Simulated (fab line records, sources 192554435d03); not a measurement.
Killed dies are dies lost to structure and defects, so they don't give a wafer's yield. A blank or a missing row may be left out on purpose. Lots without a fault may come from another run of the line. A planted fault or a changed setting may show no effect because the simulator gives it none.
Which tool did it? | flow n5_finfet | 9 lots, 27 wafers sampled, at 5 steps of a route of 1938

WHAT THE GAUGES READ, wafer by wafer
N5_BEOL_M4_RC_MEAS_101. Usual: DIBL_N 35.4 mV/V, standard deviation 2.1; DIBL_P 34.8 mV/V, standard deviation 2.6; IOFF_N 0.15 nA/um, standard deviation 0.037; IOFF_P 0.19 nA/um, standard deviation 0.037; ION_N 677 uA/um, standard deviation 16; ION_P 462 uA/um, standard deviation 9.3; SS_N 71.4 mV/dec, standard deviation 0.75; SS_P 72.9 mV/dec, standard deviation 0.77; VT_N 250 mV, standard deviation 3.7; VT_P -251 mV, standard deviation 3.5.
lot  | measured     | on        | DIBL_N (mV/V)  | DIBL_P (mV/V)  | IOFF_N (nA/um) | IOFF_P (nA/um) | ION_N (uA/um) | ION_P (uA/um) | SS_N (mV/dec)  | SS_P (mV/dec)  | VT_N (mV)   | VT_P (mV)      | flag
L200 | day 8 15:29  | prober-01 | 35.6 39.3 37.9 | 34.3 38.9 37.1 | 0.13 0.22 0.19 | 0.14 0.20 0.18 | 654 684 686   | 441 455 455   | 71.5 73.0 72.5 | 72.4 73.8 73.3 | 255 247 249 | -257 -256 -254 |
L203 | day 9 06:27  | prober-02 | 34.7 31.1 35.3 | 35.4 31.0 35.7 | 0.15 0.09 0.14 | 0.18 0.13 0.19 | 697 665 679   | 463 461 464   | 70.7 70.3 71.1 | 72.6 71.1 72.5 | 249 256 249 | -256 -256 -252 |
L209 | day 10 14:34 | prober-01 | 34.5 36.8 36.8 | 34.6 37.8 36.9 | 0.13 0.15 0.16 | 0.17 0.15 0.15 | 684 669 668   | 464 442 447   | 71.4 71.6 71.8 | 72.2 73.7 73.4 | 252 251 249 | -252 -262 -259 |
L210 | day 10 15:20 | prober-01 | 36.0 36.2 37.3 | 34.6 34.6 35.1 | 0.13 0.15 0.15 | 0.21 0.20 0.15 | 649 677 661   | 450 466 440   | 71.0 71.3 71.3 | 73.0 73.2 72.4 | 250 246 249 | -251 -252 -258 |
L212 | day 11 18:20 | prober-02 | 33.6 35.7 34.1 | 33.6 36.7 34.6 | 0.15 0.18 0.16 | 0.20 0.24 0.17 | 688 682 700   | 480 469 468   | 70.6 71.7 71.4 | 72.4 72.5 72.1 | 246 248 246 | -248 -248 -257 |
L215 | day 11 20:48 | prober-02 | 38.6 33.9 39.1 | 39.2 33.0 38.8 | 0.20 0.12 0.18 | 0.24 0.15 0.23 | 681 668 672   | 474 460 464   | 72.1 71.0 71.7 | 73.5 72.4 73.8 | 248 252 251 | -249 -255 -251 |
L220 | day 13 15:20 | prober-01 | 35.9 39.2 35.8 | 34.1 39.1 33.8 | 0.13 0.20 0.13 | 0.15 0.22 0.14 | 656 709 668   | 449 469 445   | 71.6 72.2 71.5 | 72.8 74.6 73.2 | 255 245 254 | -254 -253 -261 |
L221 | day 13 15:49 | prober-01 | 40.6 38.2 36.6 | 40.7 37.9 36.7 | 0.28 0.23 0.18 | 0.31 0.25 0.22 | 709 708 702   | 480 479 478   | 73.2 72.2 72.0 | 74.6 73.6 73.9 | 241 244 246 | -246 -245 -247 |
L223 | day 14 14:02 | prober-02 | 38.0 36.1 36.0 | 40.0 37.1 36.9 | 0.22 0.18 0.17 | 0.26 0.23 0.21 | 710 701 689   | 477 476 467   | 72.6 71.7 71.4 | 73.7 73.3 73.6 | 242 247 246 | -247 -250 -250 |

WHICH TOOL RAN EACH LOT (tool, then ch and the chambers of the sampled wafers, then the start)
lot  | N5_HKMG_FIN_ETCH_55               | N5_HKMG_FIN_CVD_62                      | N5_HKMG_FIN_PWFM_ALD_03            | N5_HKMG_FIN_ETCH_31
L200 | rie_diel-01 ch 0,2,3, day 3 22:32 | thermal_cvd_si-02 ch 0,2, day 4 00:11   | ald_metal-04 ch 0,1,3, day 4 00:53 | rie_diel-03 ch 2,3, day 4 01:51
L203 | rie_diel-01 ch 0,1,2, day 4 23:10 | thermal_cvd_si-01 ch 0,1,2, day 5 00:49 | ald_metal-03 ch 0,1, day 5 01:31   | rie_diel-03 ch 0,3, day 5 02:29
L209 | rie_diel-01 ch 0,2,3, day 6 09:58 | thermal_cvd_si-01 ch 0,2, day 6 11:36   | ald_metal-03 ch 2,3, day 6 12:26   | rie_diel-01 ch 0,1, day 6 13:19
L210 | rie_diel-03 ch 0,1,3, day 6 12:45 | thermal_cvd_si-02 ch 0,2, day 6 14:23   | ald_metal-03 ch 2,3, day 6 15:06   | rie_diel-01 ch 1,3, day 6 16:04
L212 | rie_diel-01 ch 0,1,3, day 7 08:45 | thermal_cvd_si-02 ch 0,2, day 7 10:23   | ald_metal-03 ch 0,2,3, day 7 11:06 | rie_diel-01 ch 0,1, day 7 12:43
L215 | rie_diel-05 ch 0,2, day 7 22:11   | thermal_cvd_si-02 ch 0,2, day 7 23:50   | ald_metal-04 ch 2,3, day 8 00:33   | rie_diel-03 ch 0,1, day 8 01:23
L220 | rie_diel-05 ch 0,2,3, day 9 05:13 | thermal_cvd_si-01 ch 0,1,2, day 9 06:55 | ald_metal-04 ch 0,2,3, day 9 07:34 | rie_diel-03 ch 0,1, day 9 08:32
L221 | rie_diel-01 ch 0,2,3, day 9 06:04 | thermal_cvd_si-02 ch 0,1, day 9 07:43   | ald_metal-04 ch 0,1, day 9 08:34   | rie_diel-05 ch 1,2,3, day 9 09:41
L223 | rie_diel-03 ch 0,1,2, day 9 21:17 | thermal_cvd_si-02 ch 1, day 9 22:56     | ald_metal-03 ch 1,2, day 9 23:41   | rie_diel-01 ch 1,2, day 10 00:39
- N5_HKMG_FIN_ETCH_55: etches SOC in N2/H2, target depth 240 nm, time 300 s.
- N5_HKMG_FIN_CVD_62: deposits a-Si from Si2H6, target thk 3 nm, time 20.8 s.
- N5_HKMG_FIN_PWFM_ALD_03: deposits TiN, target thk 2 nm, pulse time 1 s, purge time 3 s.
- N5_HKMG_FIN_ETCH_31: etches SiARC in CF4, target depth 45.5 nm, time 75.8 s.

WHAT THE TOOLS THEMSELVES READ (means of the sampled wafers that have a number; where no wafer has one, the mark that the record gives instead)
N5_HKMG_FIN_ETCH_55. Usual: drypump_motor_current_A 5.8 A, standard deviation 0.35; oes_product_au 0.81 a.u., standard deviation 0.1; rf_vpp_V 524.2 V, standard deviation 2.4; showerhead_plenum_p_Torr 2.54 Torr, standard deviation 0.085; throttle_valve_pct 17.84 %, standard deviation 0.29.
lot  | tool        | drypump_motor_current_A (A) | oes_product_au (a.u.) | rf_vpp_V (V) | showerhead_plenum_p_Torr (Torr) | throttle_valve_pct (%) | flag
L200 | rie_diel-01 | 5.8                         | 0.75                  | 523.5        | 2.52                            | 17.90                  |
L203 | rie_diel-01 | 6.1                         | 0.79                  | 526.2        | 2.61                            | 17.78                  |
L209 | rie_diel-01 | 5.8                         | 0.72                  | 523.2        | 2.51                            | 17.93                  |
L210 | rie_diel-03 | 5.5                         | 0.79                  | 524.8        | 2.54                            | 17.88                  |
L212 | rie_diel-01 | 5.7                         | 0.76                  | 523.6        | 2.53                            | 17.81                  |
L215 | rie_diel-05 | 5.8                         | 0.81                  | 523.4        | 2.52                            | 17.98                  |
L220 | rie_diel-05 | 5.6                         | 0.89                  | 522.7        | 2.50                            | 18.03                  |
L221 | rie_diel-01 | 5.8                         | 0.90                  | 525.4        | 2.61                            | 17.70                  |
L223 | rie_diel-03 | 5.6                         | 0.72                  | 522.2        | 2.47                            | 18.03                  |

N5_HKMG_FIN_CVD_62. Usual: heater_power_outer_w 984 W, standard deviation 56; heater_power_w 1470 W, standard deviation 100.
lot  | tool              | heater_power_outer_w (W) | heater_power_w (W) | flag
L200 | thermal_cvd_si-02 | 971                      | 1368               |
L203 | thermal_cvd_si-01 | 973                      | 1479               |
L209 | thermal_cvd_si-01 | 978                      | 1452               |
L210 | thermal_cvd_si-02 | 960                      | 1357               |
L212 | thermal_cvd_si-02 | 972                      | 1360               |
L215 | thermal_cvd_si-02 | 993                      | 1437               |
L220 | thermal_cvd_si-01 | 968                      | 1482               |
L221 | thermal_cvd_si-02 | 1009                     | 1506               |
L223 | thermal_cvd_si-02 | 1022                     | 1589               |

N5_HKMG_FIN_PWFM_ALD_03. Usual: heater_power_outer_w 583 W, standard deviation 49; heater_power_w 909 W, standard deviation 77; precursor_pulse_height_rel 0.997, standard deviation 0.021.
lot  | tool         | heater_power_outer_w (W) | heater_power_w (W) | precursor_pulse_height_rel | flag
L200 | ald_metal-04 | 552                      | 860                | 0.980                      |
L203 | ald_metal-03 | 563                      | 877                | 0.980                      |
L209 | ald_metal-03 | 631                      | 961                | 0.993                      |
L210 | ald_metal-03 | 604                      | 919                | 1.000                      |
L212 | ald_metal-03 | 590                      | 903                | 1.002                      |
L215 | ald_metal-04 | 601                      | 941                | 1.014                      |
L220 | ald_metal-04 | 578                      | 906                | 0.986                      |
L221 | ald_metal-04 | 580                      | 878                | 0.995                      |
L223 | ald_metal-03 | 632                      | 1007               | 1.003                      |

N5_HKMG_FIN_ETCH_31. Usual: drypump_motor_current_A 5.7 A, standard deviation 0.3; etch_rf_on_time_s 73.7 s, standard deviation 2.2; oes_product_au 0.70 a.u., standard deviation 0.082; rf_vpp_V 183.9 V, standard deviation 1.3; showerhead_plenum_p_Torr 2.15 Torr, standard deviation 0.068; throttle_valve_pct 15.66 %, standard deviation 0.22.
lot  | tool        | drypump_motor_current_A (A) | etch_rf_on_time_s (s) | oes_product_au (a.u.) | rf_vpp_V (V) | showerhead_plenum_p_Torr (Torr) | throttle_valve_pct (%) | flag
L200 | rie_diel-03 | 5.7                         | 73.5                  | 0.70                  | 183.3        | 2.11                            | 15.52                  |
L203 | rie_diel-03 | 5.6                         | 71.0                  | 0.74                  | 184.0        | 2.20                            | 15.60                  |
L209 | rie_diel-01 | 6.1                         | 74.6                  | 0.71                  | 184.2        | 2.20                            | 15.61                  |
L210 | rie_diel-01 | 5.6                         | 76.5                  | 0.65                  | 184.1        | 2.16                            | 15.50                  |
L212 | rie_diel-01 | 6.0                         | 76.4                  | 0.68                  | 184.9        | 2.21                            | 15.52                  |
L215 | rie_diel-03 | 5.5                         | 73.4                  | 0.61                  | 184.2        | 2.15                            | 15.98                  |
L220 | rie_diel-03 | 5.5                         | 73.7                  | 0.61                  | 183.6        | 2.15                            | 16.00                  |
L221 | rie_diel-05 | 5.7                         | 71.7                  | 0.79                  | 183.6        | 2.14                            | 15.66                  |
L223 | rie_diel-01 | 6.1                         | 75.3                  | 0.75                  | 184.4        | 2.20                            | 15.53                  |

THE ANSWER, worked out from the rows above alone
Rule: a lot is off if the mean of its wafers that have a number lies more than 3 standard deviations from the usual mean. A lot without any number at a reading at which 4 lots or more have one is off too. The other lots that the step has rows for count as sound. The gauges are gone through in route order, then the tools' own readings, and for those a lot's mean is taken as printed above. The first step at which some lot is off is used, and at that step the reading that is off furthest; a lot without a number counts as furthest.
No lot is off at any reading shown: from this, nothing can be told.

WHAT THE SIMULATOR HAD PUT IN
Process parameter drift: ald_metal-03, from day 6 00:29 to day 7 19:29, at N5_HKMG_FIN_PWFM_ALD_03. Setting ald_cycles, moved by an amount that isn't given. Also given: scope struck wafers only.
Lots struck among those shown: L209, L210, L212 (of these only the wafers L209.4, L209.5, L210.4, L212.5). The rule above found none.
